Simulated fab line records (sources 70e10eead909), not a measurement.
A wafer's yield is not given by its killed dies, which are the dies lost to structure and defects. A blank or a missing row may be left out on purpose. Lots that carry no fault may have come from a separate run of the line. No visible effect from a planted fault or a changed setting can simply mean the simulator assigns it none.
Comparing a struck lot with a sound one || flow nand harc || 13 out of 1302 route steps
Sound: the wafers L684.4, L684.5, L684.6. Wafers L692.2, L692.5, L692.6 were the ones struck. At the end, the cause is stated.
For every step that has rows: the tool of each side, followed by ch and its chambers, followed by its first start. Under that, the readings that differ: sound wafers || struck wafers || difference of the means || sigmas: that difference in standard deviations of wafers without a fault.
alike: a reading whose means differ by less than 2 such deviations, as well as words and numbers matching on both sides. not compared: withheld readings; readings where some wafer has no value; bounds like >300 that might hide an equal value; numbers whose values overlap and for which the record gives no deviation.
The two part at a step that has a row with sigmas, a row that says differs or no value, or rows on one side only. Numbers that have no deviation but don't overlap get no sigmas and don't part them. A reading missing from all wafers of one side parts the sides only when that side holds two or more wafers.

NHARC_P_START_INSPECT_01:
  struck on defect inspect-02, day 6 00:02; sound on defect inspect-01, day 2 16:03
  alike: raw defect count
then, 9 steps without rows for these wafers: NHARC_P_ZERO_WELL_PRECLEAN_00 (cleans in SPM, time 600 s); NHARC_P_ZERO_WELL_SRD_01; NHARC_P_ZERO_WELL_PECVD_02 (deposits SiO2, target thk 10 nm); NHARC_P_ZERO_WELL_DEHYDRATE_03 (time 120 s); NHARC_P_ZERO_WELL_HMDS_04 (time 30 s); NHARC_P_ZERO_WELL_COAT_64 (time 65 s); NHARC_P_ZERO_WELL_COAT_05 (resist thk 600 nm); NHARC_P_ZERO_WELL_SOFTBAKE_06 (time 70 s); NHARC_P_ZERO_WELL_EBR_07.
NHARC_P_ZERO_WELL_EXPOSE_08: exposes mask P ZERO, target cd 500 nm.
  sound on krf scanner-01 ch 0, day 2 17:07; struck on krf scanner-01 ch 0, day 6 01:05
{"reading": "model.P_ZERO_WELL.overlay x nm (nm)", "sound": "-3.065 -3.065 -3.065", "struck": "140.7 140.7 140.7", "difference": "+143.8", "sigmas": ""}
  alike: mask
then, 1 step without rows for these wafers: NHARC_P_ZERO_WELL_PEB_09 (peb time 80 s).
-- the record jumps here: 23 days lie between the struck wafers' starts before and after (it left off in module P_ZERO_WELL and takes up again in module END, whose first step shown is number 1302 of the route) --
NHARC_END_SORT_01:
  here the record holds rows for the struck wafers (prober-01 ch 0, day 29 02:11) but none for the sound ones

== WHERE THEY PART ==
Only at NHARC_END_SORT_01, as far as this record shows.

WHY: what had been put in by the simulator
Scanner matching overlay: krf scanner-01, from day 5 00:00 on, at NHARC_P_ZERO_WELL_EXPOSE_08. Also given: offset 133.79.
